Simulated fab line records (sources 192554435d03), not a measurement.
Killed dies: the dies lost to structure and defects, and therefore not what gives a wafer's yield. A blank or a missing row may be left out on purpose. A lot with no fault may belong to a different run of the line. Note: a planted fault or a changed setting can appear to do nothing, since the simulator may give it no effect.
Matching of chambers :: flow n5-finfet :: N5_GATE_CUT_HM_OPEN_40 on rie-diel-02: 4 sister chambers
The step chemistry C4F6/O2, target SiO2, target depth 139 nm, time 85.1 s. 4 wafers are shown with their chamber, then 7 later ones without.

## WAFERS WITH THEIR CHAMBER
wafer: L090.4
chamber: 2
rf-vpp-V (V): 664

wafer: L092.5
chamber: 0
rf-vpp-V (V): 647

wafer: L093.4
chamber: 1
rf-vpp-V (V): 680

wafer: L094.5
chamber: 3
rf-vpp-V (V): 673

## WAFERS WHOSE CHAMBER IS MISSING
wafer: L094.6
rf-vpp-V (V): 665

wafer: L096.1
rf-vpp-V (V): 672

wafer: L096.3
rf-vpp-V (V): 647

wafer: L096.6
rf-vpp-V (V): 666

wafer: L097.1
rf-vpp-V (V): 666

wafer: L097.2
rf-vpp-V (V): 673

wafer: L097.4
rf-vpp-V (V): 649

## EACH ONE'S CHAMBER
wafer: L094.6
from the rows above: 2
in truth: 2

wafer: L096.1
from the rows above: 3
in truth: 3

wafer: L096.3
from the rows above: 0
in truth: 0

wafer: L096.6
from the rows above: 2
in truth: 2

wafer: L097.1
from the rows above: 2
in truth: 2

wafer: L097.2
from the rows above: 3
in truth: 3

wafer: L097.4
from the rows above: 0
in truth: 0
Correctly placed: 7 of 7. Number that these rows cannot place: 0. Number placed wrongly: 0.
How it was worked out, from the rows above alone: a wafer's distance from a chamber is the root of the sum, over the readings, of the square of ((its reading less the chamber's mean) divided by the reading's scatter). If the next closest chamber is less than 2 further off than the closest, the wafer can't be placed; otherwise it belongs to the closest. Each chamber's mean is taken over the wafers shown for it. The scatter (one wafer shown for each chamber): square how far every hidden wafer sits from the nearest shown wafer, average those squares and take the square root.
